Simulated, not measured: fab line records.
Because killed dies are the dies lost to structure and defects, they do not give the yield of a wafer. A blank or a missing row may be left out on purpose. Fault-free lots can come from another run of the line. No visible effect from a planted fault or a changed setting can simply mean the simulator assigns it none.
A single fault, viewed from 2 desks | flow n5Finfet | only its own numbers are on each desk; what lay behind them is given at the end

FROM THE METROLOGY DESK
Lot by lot, what the gauges showed, no matter which tool ran the lot: averages of those sampled wafers that carry a number. If a lot's mean is further than 4 standard deviations from the usual mean, the lot is out of limits and carries the mark OUT (the distance appears in the brackets). 7 of its 26 readings are shown: the first one out of limits and those lying furthest out on some lot.
Columns: A = trenchDepthNm at N5_BEOL_M12_OCD_MEAS_35, usual 317 nm; B = M12_THK at N5_BEOL_M12_THK_MEAS_50, usual 318 nm; C = M12_RS at N5_BEOL_M12_RS_MEAS_54, usual 0.0605 ohm/sq; D = COMB_M5 at N5_BEOL_M15_RC_MEAS_101, usual 3.9e-11 S/m; E = SERP_M12 at N5_BEOL_M15_RC_MEAS_101, usual 0.643 ohm/um; F = SERP_M12_max_site at N5_BEOL_M15_RC_MEAS_101, usual 0.655 ohm/um; G = SERP_M6 at N5_BEOL_M15_RC_MEAS_101, usual 14.0 ohm/um
lot  | first seen here | A             | B             | C                 | D       | E                | F                | G
L560 | day 13 16:58    | 313           | 311           | 0.0614            | 3.9e-11 | 0.656            | 0.670            | 15.4
L570 | day 15 18:36    | 313           | 311           | 0.0611            | 3.6e-11 | 0.659            | 0.670            | 14.3
L571 | day 17 04:08    | 463 (+25) OUT | 463 (+20) OUT | 0.0435 (-14) OUT  | 4.5e-11 | 0.463 (-9.0) OUT | 0.472 (-8.7) OUT | 14.1
L578 | day 18 07:53    | 314           | 314           | 0.0609            | 3.4e-11 | 0.647            | 0.655            | 13.3
L577 | day 18 08:49    | 391 (+13) OUT | 392 (+10) OUT | 0.0515 (-7.5) OUT | 3.0e-11 | 0.546 (-4.9) OUT | 0.557 (-4.7) OUT | 13.7
L579 | day 18 09:17    | 318           | 318           | 0.0599            | 5.4e-11 | 0.638            | 0.649            | 14.7
L580 | day 18 18:34    | 315           | 322           | 0.0606            | 3.1e-11 | 0.644            | 0.655            | 14.6
This desk finds L571, L577 out of limits, L571 being first, at day 17 04:08 (trenchDepthNm at N5_BEOL_M12_OCD_MEAS_35). L560, L570, L578, L579, L580: within limits.

AT THE TOOL OWNER'S DESK: rieDiel-03
The tool's own readings at N5_BEOL_M12_TRENCH_ETCH_34 (etches SiOC in C4F8/O2/Ar, target depth 318.95 nm, time 125.5 s): means of the sampled wafers that have a number, for each lot that ran on this tool. If a lot's mean is further than 4 standard deviations from the usual mean, the lot is out of limits and carries the mark OUT (the distance appears in the brackets).
Columns: A = drypumpMotorCurrentA at N5_BEOL_M12_TRENCH_ETCH_34, usual 5.9 A; B = heOuterTorr at N5_BEOL_M12_TRENCH_ETCH_34, usual 30.00 Torr; C = oesProductAu at N5_BEOL_M12_TRENCH_ETCH_34, usual 0.81 a.u.; D = rfVppV at N5_BEOL_M12_TRENCH_ETCH_34, usual 665 V; E = showerheadPlenumPTorr at N5_BEOL_M12_TRENCH_ETCH_34, usual 3.41 Torr; F = throttleValvePct at N5_BEOL_M12_TRENCH_ETCH_34, usual 24.1 %
lot  | first seen here | A   | B     | C    | D   | E    | F
L560 | day 13 16:49    | 5.4 | 29.98 | 0.85 | 666 | 3.46 | 23.9
L570 | day 15 18:27    | 5.4 | 29.98 | 0.81 | 666 | 3.45 | 23.9
L571 | day 17 03:59    | 5.4 | 30.07 | 0.97 | 665 | 3.39 | 24.0
L577 | day 18 08:40    | 5.8 | 29.95 | 0.91 | 667 | 3.44 | 23.9
Result from this desk: across the 4 lots, nothing is out of limits.

TAKEN TOGETHER
Metrology desk: alarm possible at day 17 04:08 on L571, L577.
Nothing out of limits was seen by the tool owner's desk.
Tool owner's desk: L571, L577 on record, inside its limits.
Of the lots named, all ran N5_BEOL_M12_TRENCH_ETCH_34 on rieDiel-03.

WHAT HAD BEEN PUT IN BY THE SIMULATOR
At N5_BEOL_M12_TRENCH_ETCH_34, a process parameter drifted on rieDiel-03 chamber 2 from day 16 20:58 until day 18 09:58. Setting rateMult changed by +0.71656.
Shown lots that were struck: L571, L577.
Time in hours between the start of the fault and the first out-of-limits reading at each desk: metrology desk, 7.
